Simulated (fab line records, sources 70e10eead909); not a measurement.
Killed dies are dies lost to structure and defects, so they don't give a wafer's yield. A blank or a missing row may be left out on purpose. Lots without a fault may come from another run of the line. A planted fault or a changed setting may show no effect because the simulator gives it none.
fab line records | flow nand_harc
record lots=6 wafers=18 last_day=26
route steps=1159 shown A_M1@1040 END@1159
lots that met no fault: from a run of the same line without faults
start_h: hours from the record's first day to the start of the lot's first wafer shown | wait_h: hours since the lot's step before | " the same as in the row above | L1.1+2: a row that stands for several wafers | - no value, or no start given | * or withheld: withheld | < > ~ a bound
route shown NAME@n: a module of which the file shows steps, and the number in the route of the first | usual: mean/standard deviation of fault-free wafers | same: alike in all rows | chamber/n: place in a boat | sites: the reading at each site | _std_site: their standard deviation | _edge_site: outer sites' mean less inner sites' | radius_mm: how far each site lies from the wafer's centre | mask NAME#n: copy n | behind: the tool/chamber that last shaped the wafer | hold: why the lot was held/for how many hours/how that ended | device: the transistor (n, p or np) that didn't switch | end of line: the same wafers' tests at the end of the route | a step without rows: its recipe alone | killed: dies lost to structure and defects at the first sort, not the wafer's yield | map: a wafer's dies, x killed, . not, _ none there
set.NAME: the setting as run; set.NAME@STEP: as run at that earlier step | model.NAME: the simulator's own value behind a step, which no gauge read
lots at some steps of the route; a table a step, a row a wafer
services: from which hour (start_h, from the record's first day; less than 0 if before it) a tool's chamber was out of use, for how many hours, and why
## steps
# step NHARC_A_M1_ETCH_35
# recipe target_depth_a=400 overetch_a=120 time_s=43.94 ion_energy_ev=200 n2_flow_sccm=150 h2_flow_sccm=150 ar_flow_sccm=0 rf_w=400 bias_w=150 chemistry=N2/H2
# step NHARC_A_M1_ETCH_15
# recipe target_depth_a=1825 time_s=91.2 c4f8_flow_sccm=withheld ar_flow_sccm=400 rf_w=600 bias_w=300 chemistry=C4F8/Ar
# step NHARC_A_M1_CD_MEAS_16
# usual cd_nm=119.6/0.86
# columns lot.wafer tool chamber start_h wait_h cd_nm
L498.3 cd_sem-01 - 403.58 - 118.5
L498.5 " - " " 118.3
L498.6 " - " " 119.2
L496.1 cd_sem-03 - 417.10 - 119.5
L496.3 " - " " 120.1
L496.4 " - " " 119.0
L503.1 cd_sem-03 - 450.44 - 119.7
L503.2 " - " " 119.9
L503.5 " - " " 120.4
L514.2 cd_sem-01 - 502.80 - 118.8
L514.3 " - " " 118.8
L514.4 " - " " 119.6
L515.2 cd_sem-03 - 507.17 - 118.7
L515.4 " - " " 120.1
L515.6 " - " " 119.9
L519.1 cd_sem-02 - 542.21 - 121.5
L519.4 " - " " 121.3
L519.5 " - " " 120.1
# step NHARC_A_M1_STRIP_18
# recipe power_w=1000 n2_flow_sccm=150 h2_flow_sccm=150 ar_flow_sccm=0 bias_w=0 chemistry=N2/H2
# step NHARC_A_M1_ETCH_28
# recipe target_depth_a=300 over_etch_frac=0.3 time_s=72.99 ion_energy_ev=150 cf4_flow_sccm=50 n2_flow_sccm=100 ar_flow_sccm=150 rf_w=300 bias_w=100 chemistry=CF4/N2
# usual chamber_pressure_mTorr=30.00/0.032 drypump_motor_current_A=5.7/0.42 mfc_ar_sccm=150.0/0.43 oes_product_au=1.006/0.0088 rf_vpp_V=313.9/1.9 showerhead_plenum_p_Torr=2.61/0.096 throttle_valve_pct=19.795/0.0093
# columns lot.wafer tool chamber start_h wait_h chamber_pressure_mTorr drypump_motor_current_A mfc_ar_sccm oes_product_au rf_hours_counter_h rf_vpp_V showerhead_plenum_p_Torr throttle_valve_pct
L498.3 rie_diel-08 3 - - 30.05 6.5 149.4 1.006 6 313.1 2.56 19.804
L498.6 " 2 " " 29.98 5.6 150.3 1.000 - 314.7 2.63 19.790
L498.5 " 3 " " 29.98 6.5 149.0 1.023 - 312.8 2.56 19.801
L496.4 rie_diel-04 1 - - 29.99 6.3 150.6 1.012 3 315.6 2.68 19.810
L496.1 " 3 " " 30.04 5.5 151.0 0.998 3 314.0 2.62 19.799
L496.3 " 0 " " 30.03 5.2 149.9 1.018 3 310.4 2.47 19.790
L503.1 rie_diel-08 0 - - 29.98 5.7 150.3 1.003 9 315.3 2.69 19.815
L503.2 " 2 " " 30.06 5.6 150.4 0.999 9 315.8 2.63 19.804
L503.5 " 1 " " 29.97 5.4 150.1 1.006 - 311.3 2.55 19.789
L514.3 rie_diel-03 1 - - 30.02 6.0 149.8 0.981 10 309.6 2.45 19.784
L514.2 " 2 " " 29.98 5.4 150.7 1.002 9 316.3 2.74 19.796
L514.4 " 1 " " 29.91 6.0 149.4 0.995 - 311.2 2.45 19.800
L515.2 rie_diel-08 2 - - 30.01 5.6 149.5 0.998 1 315.7 2.63 19.810
L515.4 " 1 " " 29.96 5.4 150.0 1.008 2 313.2 2.54 19.795
L515.6 " 3 " " 29.99 6.5 150.4 1.007 - 312.3 2.56 19.806
L519.4 rie_diel-08 1 - - 30.00 5.4 149.5 1.014 4 314.0 2.54 19.801
L519.1 " 2 " " 29.98 5.6 149.9 1.012 3 313.5 2.63 19.805
L519.5 " 1 " " 30.03 5.4 149.5 1.020 - 312.4 2.54 19.800
# step NHARC_A_M1_STRIP_19
# recipe time_s=600 temp_c=30 chemistry=post_etch_residue_remover
# step NHARC_A_M1_DEGAS_29
# recipe temp_c=250 time_s=60
# usual heater_power_w=345/49
# columns lot.wafer tool chamber start_h wait_h heater_power_w
L498.3 pvd_sputter-02 - 404.30 - 310
L498.6 " - " " 322
L498.5 " - " " 467
L496.1 pvd_sputter-02 - 417.83 - 304
L496.4 " - " " 269
L496.3 " - " " 449
L503.1 pvd_sputter-01 - 451.15 - 326
L503.2 " - " " 359
L503.5 " - " " 326
L514.2 pvd_sputter-02 - 503.57 - 265
L514.3 " - " " 330
L514.4 " - " " 454
L515.4 pvd_sputter-01 - 507.89 - 323
L515.2 " - " " 339
L515.6 " - " " 329
L519.4 pvd_sputter-03 - 542.93 - 345
L519.1 " - " " 406
L519.5 " - " " 362
# step NHARC_A_M1_PRE_CLEAN_30
# recipe time_s=30 temp_c=280 gas=H2/He
# usual heater_power_w=423/59
# columns lot.wafer tool chamber start_h wait_h heater_power_w
L498.3 pvd_sputter-02 - - - 406
L498.5 " - " " 409
L498.6 " - " " 555
L496.4 pvd_sputter-02 - - - 544
L496.1 " - " " 316
L496.3 " - " " 410
L503.1 pvd_sputter-01 - - - 455
L503.2 " - " " 402
L503.5 " - " " 440
L514.2 pvd_sputter-02 - - - 387
L514.4 " - " " 413
L514.3 " - " " 558
L515.2 pvd_sputter-01 - - - 441
L515.4 " - " " 405
L515.6 " - " " 437
L519.4 pvd_sputter-03 - - - 429
L519.1 " - " " 440
L519.5 " - " " 427
# step NHARC_A_M1_PVD_20
# recipe target_thk_a=50 bias_v=168.6 power_w=15000 chamber_pressure_pa=0.12 time_s=8.06 substrate_temp_c=50 material=TaN
# step NHARC_A_M1_PVD_21
# recipe target_thk_a=300 chamber_pressure_pa=5 power_w=5000 substrate_temp_c=30 time_s=20.49 material=Cu
# usual chamber_pressure_pa=5.000/0.01 throttle_valve_pct=29.7/0.89
# columns lot.wafer tool chamber start_h wait_h chamber_pressure_pa throttle_valve_pct
L498.3 pvd_sputter-02 - - - 5.010 30.9
L498.6 " - " " 4.982 30.4
L498.5 " - " " 4.993 31.0
L496.1 pvd_sputter-02 - - - 5.008 28.3
L496.4 " - " " 5.021 30.7
L496.3 " - " " 5.007 30.4
L503.2 pvd_sputter-01 - - - 5.008 28.6
L503.1 " - " " 5.003 29.4
L503.5 " - " " 4.991 29.7
L514.2 pvd_sputter-02 - - - 5.001 28.4
L514.3 " - " " 5.001 30.7
L514.4 " - " " 4.988 30.7
L515.2 pvd_sputter-01 - - - 5.003 29.4
L515.4 " - " " 5.005 28.5
L515.6 " - " " 5.009 29.4
L519.4 pvd_sputter-03 - - - 5.012 29.1
L519.1 " - " " 4.983 30.7
L519.5 " - " " 5.002 29.4
# step NHARC_A_M1_ECD_22
# recipe target_thk_a=4000 bath_temp_c=25 material=Cu
# step NHARC_A_M1_ANNEAL_31
# recipe temp_c=225 time_s=90
# usual wafer_temp_C_max=226.1/0.38
# columns lot.wafer tool chamber start_h wait_h wafer_temp_C_max
L498.3 rtp_anneal-02 0 405.16 0.3 226.7
L498.5 " 0 " " 226.5
L498.6 " 0 " " 226.2
L496.1 rtp_anneal-02 0 418.58 0.3 226.7
L496.3 " 0 " " 226.8
L496.4 " 0 " " 226.3
L503.1 rtp_anneal-01 0 451.92 0.3 226.0
L503.2 " 0 " " 226.0
L503.5 " 0 " " 225.8
L514.2 rtp_anneal-02 0 504.36 0.3 226.9
L514.3 " 0 " " 226.5
L514.4 " 0 " " 226.4
L515.2 rtp_anneal-02 0 508.69 - 226.2
L515.4 " 0 " " 226.7
L515.6 " 0 " " 226.7
L519.1 rtp_anneal-02 0 543.66 - 226.5
L519.4 " 0 " " 226.5
L519.5 " 0 " " 226.8
# step NHARC_A_M1_CMP_23
# recipe t_overpolish_s=20 target_thk_nm=154.34
# usual edge_zone_pressure_frac=0.999/0.0053 motor_current_A=11.9/0.84 time_to_endpoint_s=28.7/2.6
# columns lot.wafer tool chamber start_h wait_h edge_zone_pressure_frac motor_current_A time_to_endpoint_s
L498.3 cmp-01 1 405.40 - 0.999 11.7 33.9
L498.6 " 1 " " 0.992 11.3 32.8
L498.5 " 2 " " 0.994 13.1 29.9
L496.1 cmp-03 0 418.96 - 0.985 10.6 26.1
L496.3 " 1 " " 0.996 12.2 28.7
L496.4 " 2 " " 1.008 12.7 27.7
L503.1 cmp-03 1 452.29 - 1.002 11.7 28.4
L503.2 " 3 " " 1.005 12.2 28.5
L503.5 " 0 " " 1.003 10.6 28.4
L514.2 cmp-03 1 504.66 - - - -
L514.3 " 2 " " - - -
L514.4 " 0 " " - - -
L515.2 cmp-04 1 508.98 - - - -
L515.4 " 0 " " - - -
L515.6 " 2 " " - - -
L519.1 cmp-03 0 544.03 - 0.992 10.0 27.1
L519.4 " 2 " " 0.995 12.5 29.2
L519.5 " 0 " " 0.995 10.5 32.4
# step NHARC_A_M1_THK_MEAS_24
# recipe thk_meas_gauge=xrf
# usual thk_nm=154.2/1.8
# columns lot.wafer tool chamber start_h wait_h thk_nm
L498.3 film_metro-01 - 405.72 - 154.3
L498.5 " - " " 155.9
L498.6 " - " " 155.3
L496.1 film_metro-01 - 419.25 - 153.1
L496.3 " - " " 151.4
L496.4 " - " " 155.5
L503.1 film_metro-01 - 452.58 - 156.7
L503.2 " - " " 153.7
L503.5 " - " " 153.6
L514.2 film_metro-01 - 504.98 0.3 399.2
L514.3 " - " " 404.0
L514.4 " - " " 400.2
L515.2 film_metro-02 - 509.30 0.3 402.0
L515.4 " - " " 398.8
L515.6 " - " " 394.3
L519.1 film_metro-02 - 544.32 - 155.1
L519.4 " - " " 153.4
L519.5 " - " " 154.0
# step NHARC_A_M1_SRD_25
# step NHARC_END_SORT_01
# recipe temp_c=25
# usual defect_limited_yield=95.3/1.3 killed_at_array=28/9.1 killed_at_other=0.6/0.87 killed_at_periphery=3.4/2.7 killed_dies=32/9 killed_open=3.2/1.9 killed_short=2.0/1.3 sort_bin_2_pct=1.5/0.57 sort_bin_3_pct=0.26/0.22 sort_bin_4_pct=2.9/0.91 sort_n_pass=645/9 sort_rim_yield_pct=93/3.3 sort_yield_pct=95.3/1.3
# same gross_dies=677 sort_bin_5_pct[%]=0 sort_bin_6_pct[%]=0 sort_bin_7_pct[%]=0 sort_bin_8_pct[%]=0 sort_rim_n_gross=106.00
# columns lot.wafer tool chamber start_h wait_h defect_limited_yield[%] killed_at_array killed_at_other killed_at_periphery killed_dies killed_open killed_short sort_bin_2_pct[%] sort_bin_3_pct[%] sort_bin_4_pct[%] sort_n_pass sort_rim_yield_pct[%] sort_yield_pct[%]
L496.1 prober-02 0 452.02 2.5 95.3 29 0 3 32 1 1 1.6 0 3.1 645 91 95.3
L496.3 prober-02 0 453.64 3.1 95.4 28 1 2 31 3 0 1.3 0.30 3.0 646 92 95.4
L496.4 prober-02 0 454.45 3.4 96.2 25 0 1 26 1 0 1.3 0 2.5 651 91 96.2
L514.2 prober-02 0 565.38 2.8 0 672 0 5 677 3 2 96.5 0.30 3.2 0 0 0
L514.3 prober-02 0 566.18 3.1 0 677 0 0 677 3 5 96.0 0.44 3.5 0 0 0
L514.4 prober-02 0 566.98 3.4 0 672 2 3 677 3 1 95.7 0.30 4.0 0 0 0
L515.2 prober-02 0 580.94 2.8 0 675 2 0 677 2 1 95.9 0 4.1 0 0 0
L515.4 prober-02 0 582.55 3.4 0 675 1 1 677 6 1 95.0 0.74 4.3 0 0 0
L515.6 prober-02 0 584.17 4.0 0 672 0 5 677 3 3 95.4 0.15 4.4 0 0 0
L519.1 prober-02 0 611.40 2.5 93.5 43 0 1 44 1 1 1.3 0.15 5.0 633 93 93.5
L519.4 prober-02 0 613.83 3.4 94.5 33 0 4 37 4 2 1.3 0.74 3.4 640 94 94.5
L519.5 prober-02 0 614.64 3.7 95.0 30 0 4 34 3 4 0.9 0.59 3.5 643 95 95.0
# killed by level:class
L496.1 A_CHANNEL_HOLE_D1:chamber_film_flake=11 A_SLIT:chamber_film_flake=11 A_STAIRCASE:chamber_film_flake=4 P_ZERO_WELL:chamber_film_flake=2 A_CHANNEL_HOLE_D1:geometric_particle:short=1 A_M0:geometric_particle:open=1 P_STI:chamber_film_flake=1 A_CONTACT:chamber_film_flake=1
L496.3 A_SLIT:chamber_film_flake=10 A_CONTACT:chamber_film_flake=7 A_CHANNEL_HOLE_D1:chamber_film_flake=6 P_ZERO_WELL:chamber_film_flake=2 A_ONON_D1:geometric_particle:open=1 A_CONTACT:geometric_particle:open=1 A_M1:geometric_particle:open=1 A_STAIRCASE:chamber_film_flake=1
L496.4 A_CHANNEL_HOLE_D1:chamber_film_flake=11 A_SLIT:chamber_film_flake=9 A_STAIRCASE:chamber_film_flake=2 A_CONTACT:chamber_film_flake=2 A_M0:geometric_particle:open=1 P_STI:chamber_film_flake=1
L514.2 A_M1:area_cmp=641 A_SLIT:chamber_film_flake=15 A_CHANNEL_HOLE_D1:chamber_film_flake=7 P_CONTACT:geometric_particle:short=2 P_M1:chamber_film_flake=2 A_STAIRCASE:chamber_film_flake=2 A_SGD_CUT:chamber_film_flake=2 P_CONTACT:geometric_particle:open=1
L514.3 A_M1:area_cmp=634 A_CHANNEL_HOLE_D1:chamber_film_flake=15 A_SLIT:chamber_film_flake=15 A_CONTACT:geometric_particle:short=2 A_SGD_CUT:chamber_film_flake=2 A_CHANNEL_HOLE_D1:geometric_particle:open=1 A_CHANNEL_HOLE_D1:geometric_particle:short=1 A_CHANNEL_FILL_D1:geometric_particle:open=1
L514.4 A_M1:area_cmp=639 A_SLIT:chamber_film_flake=17 A_CHANNEL_HOLE_D1:chamber_film_flake=8 A_SGD_CUT:chamber_film_flake=4 THIN_TSV:chamber_film_flake=2 P_CONTACT:geometric_particle:open=1 A_CHANNEL_HOLE_D1:geometric_particle:short=1 A_CONTACT:geometric_particle:open=1
L515.2 A_M1:area_cmp=639 A_SLIT:chamber_film_flake=14 A_STAIRCASE:chamber_film_flake=9 A_CHANNEL_HOLE_D1:chamber_film_flake=7 A_CONTACT:chamber_film_flake=3 A_M0:geometric_particle:open=2 THIN_TSV:chamber_film_flake=2 A_ONON_D1:geometric_particle:short=1
L515.4 A_M1:area_cmp=632 A_SLIT:chamber_film_flake=14 A_STAIRCASE:chamber_film_flake=9 A_CHANNEL_HOLE_D1:chamber_film_flake=8 A_CONTACT:chamber_film_flake=4 A_ONON_D1:geometric_particle:open=2 A_CONTACT:geometric_particle:open=2 A_SOURCE_PLATE:geometric_particle:open=1
L515.6 A_M1:area_cmp=633 A_SLIT:chamber_film_flake=13 A_CHANNEL_HOLE_D1:chamber_film_flake=7 A_STAIRCASE:chamber_film_flake=7 A_CONTACT:chamber_film_flake=7 P_BONDPAD:chamber_film_flake=3 P_CONTACT:geometric_particle:open=1 A_CHANNEL_FILL_D1:geometric_particle:open=1
L519.1 A_SLIT:chamber_film_flake=21 A_CHANNEL_HOLE_D1:chamber_film_flake=15 A_CONTACT:chamber_film_flake=4 P_CONTACT:geometric_particle:short=1 A_CHANNEL_FILL_D1:geometric_particle:open=1 A_CHANNEL_FILL_D1:chamber_film_flake=1 A_WL_FILL:chamber_film_flake=1
L519.4 A_SLIT:chamber_film_flake=15 A_CHANNEL_HOLE_D1:chamber_film_flake=10 A_STAIRCASE:chamber_film_flake=3 P_CONTACT:geometric_particle:open=1 P_M0:geometric_particle:short=1 P_M1:geometric_particle:open=1 A_SGD_CUT:geometric_particle:open=1 A_CONTACT:geometric_particle:short=1
L519.5 A_SLIT:chamber_film_flake=15 A_CHANNEL_HOLE_D1:chamber_film_flake=4 A_ONON_D1:geometric_particle:short=2 P_STI:chamber_film_flake=2 A_STAIRCASE:chamber_film_flake=2 A_CONTACT:chamber_film_flake=2 P_CONTACT:geometric_particle:open=1 A_ONON_D1:geometric_particle:open=1
# map L514.2 (x killed, . not)
____________x____________
_________xxxxxxx_________
_______xxxxxxxxxxx_______
______xxxxxxxxxxxxx______
_____xxxxxxxxxxxxxxx_____
____xxxxxxxxxxxxxxxxx____
____xxxxxxxxxxxxxxxxx____
___xxxxxxxxxxxxxxxxxxx___
___xxxxxxxxxxxxxxxxxxx___
__xxxxxxxxxxxxxxxxxxxxx__
__xxxxxxxxxxxxxxxxxxxxx__
_xxxxxxxxxxxxxxxxxxxxxxx_
_xxxxxxxxxxxxxxxxxxxxxxx_
_xxxxxxxxxxxxxxxxxxxxxxx_
_xxxxxxxxxxxxxxxxxxxxxxx_
_xxxxxxxxxxxxxxxxxxxxxxx_
xxxxxxxxxxxxxxxxxxxxxxxxx
xxxxxxxxxxxxxxxxxxxxxxxxx
xxxxxxxxxxxxxxxxxxxxxxxxx
xxxxxxxxxxxxxxxxxxxxxxxxx
xxxxxxxxxxxxxxxxxxxxxxxxx
_xxxxxxxxxxxxxxxxxxxxxxx_
_xxxxxxxxxxxxxxxxxxxxxxx_
_xxxxxxxxxxxxxxxxxxxxxxx_
_xxxxxxxxxxxxxxxxxxxxxxx_
_xxxxxxxxxxxxxxxxxxxxxxx_
__xxxxxxxxxxxxxxxxxxxxx__
__xxxxxxxxxxxxxxxxxxxxx__
___xxxxxxxxxxxxxxxxxxx___
___xxxxxxxxxxxxxxxxxxx___
____xxxxxxxxxxxxxxxxx____
____xxxxxxxxxxxxxxxxx____
_____xxxxxxxxxxxxxxx_____
______xxxxxxxxxxxxx______
_______xxxxxxxxxxx_______
_________xxxxxxx_________
____________x____________
# map L515.2 (x killed, . not)
____________x____________
_________xxxxxxx_________
_______xxxxxxxxxxx_______
______xxxxxxxxxxxxx______
_____xxxxxxxxxxxxxxx_____
____xxxxxxxxxxxxxxxxx____
____xxxxxxxxxxxxxxxxx____
___xxxxxxxxxxxxxxxxxxx___
___xxxxxxxxxxxxxxxxxxx___
__xxxxxxxxxxxxxxxxxxxxx__
__xxxxxxxxxxxxxxxxxxxxx__
_xxxxxxxxxxxxxxxxxxxxxxx_
_xxxxxxxxxxxxxxxxxxxxxxx_
_xxxxxxxxxxxxxxxxxxxxxxx_
_xxxxxxxxxxxxxxxxxxxxxxx_
_xxxxxxxxxxxxxxxxxxxxxxx_
xxxxxxxxxxxxxxxxxxxxxxxxx
xxxxxxxxxxxxxxxxxxxxxxxxx
xxxxxxxxxxxxxxxxxxxxxxxxx
xxxxxxxxxxxxxxxxxxxxxxxxx
xxxxxxxxxxxxxxxxxxxxxxxxx
_xxxxxxxxxxxxxxxxxxxxxxx_
_xxxxxxxxxxxxxxxxxxxxxxx_
_xxxxxxxxxxxxxxxxxxxxxxx_
_xxxxxxxxxxxxxxxxxxxxxxx_
_xxxxxxxxxxxxxxxxxxxxxxx_
__xxxxxxxxxxxxxxxxxxxxx__
__xxxxxxxxxxxxxxxxxxxxx__
___xxxxxxxxxxxxxxxxxxx___
___xxxxxxxxxxxxxxxxxxx___
____xxxxxxxxxxxxxxxxx____
____xxxxxxxxxxxxxxxxx____
_____xxxxxxxxxxxxxxx_____
______xxxxxxxxxxxxx______
_______xxxxxxxxxxx_______
_________xxxxxxx_________
____________x____________
## services
# columns tool chamber start_h hours kind
pvd_sputter-02 - 392.01 10.0 pm
rie_diel-03 - 392.33 9.0 pm
cmp-04 - 399.01 4.0 pm
rie_diel-04 - 404.41 1.9 repair
rie_diel-08 2 405.79 2.6 repair
cmp-04 - 411.80 1.7 repair
cmp-03 - 413.43 0.9 repair
rie_diel-03 3 413.84 12.4 repair
cmp-03 - 426.52 0.7 repair
rie_diel-04 1 430.49 14.9 repair
cmp-03 - 440.84 1.4 repair
rie_diel-03 1 445.34 1.4 repair
cmp-03 - 449.74 1.9 repair
cmp-03 - 453.44 6.5 repair
pvd_sputter-03 - 458.04 10.0 pm
rie_diel-04 2 458.16 1.5 repair
cmp-03 - 459.94 4.0 pm
rie_diel-04 - 465.90 9.0 pm
cmp-01 - 473.50 4.0 pm
pvd_sputter-02 - 473.60 1.8 repair
rie_diel-08 - 478.92 9.0 pm
rie_diel-08 - 500.66 4.3 repair
pvd_sputter-01 - 514.00 10.0 pm
rie_diel-08 - 544.14 0.7 repair
## key
first_sign step=NHARC_A_M1_CMP_23 reading=tool_record direction=missing
effect step=NHARC_A_M1_THK_MEAS_24 reading=thk_nm direction=up sigmas=99+ usual=154.2 struck=399.8
effect step=NHARC_END_SORT_01 reading=sort_bin_2_pct direction=up sigmas=99+ usual=1.5 struck=95.7
more_kills_born_at NHARC_A_M1_CMP_23@cmp-03=1914 NHARC_A_M1_CMP_23@cmp-04=1904
met_at NHARC_A_M1_CMP_23
struck_wafers L514.2,L514.3,L514.4,L515.2,L515.4,L515.6
later_rows_left_out L514.2,L514.3,L514.4,L515.2,L515.4,L515.6
onset_between 452.29 504.66
fault kind=skipped_step_whole tool=cmp-03,cmp-04 chamber=- onset_h=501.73 steps=NHARC_A_M1_CMP_23 scope=struck_lots_only
# later_rows_left_out: the simulator's readings of these wafers behind a module that went badly wrong aren't trusted and aren't shown, but for the sort
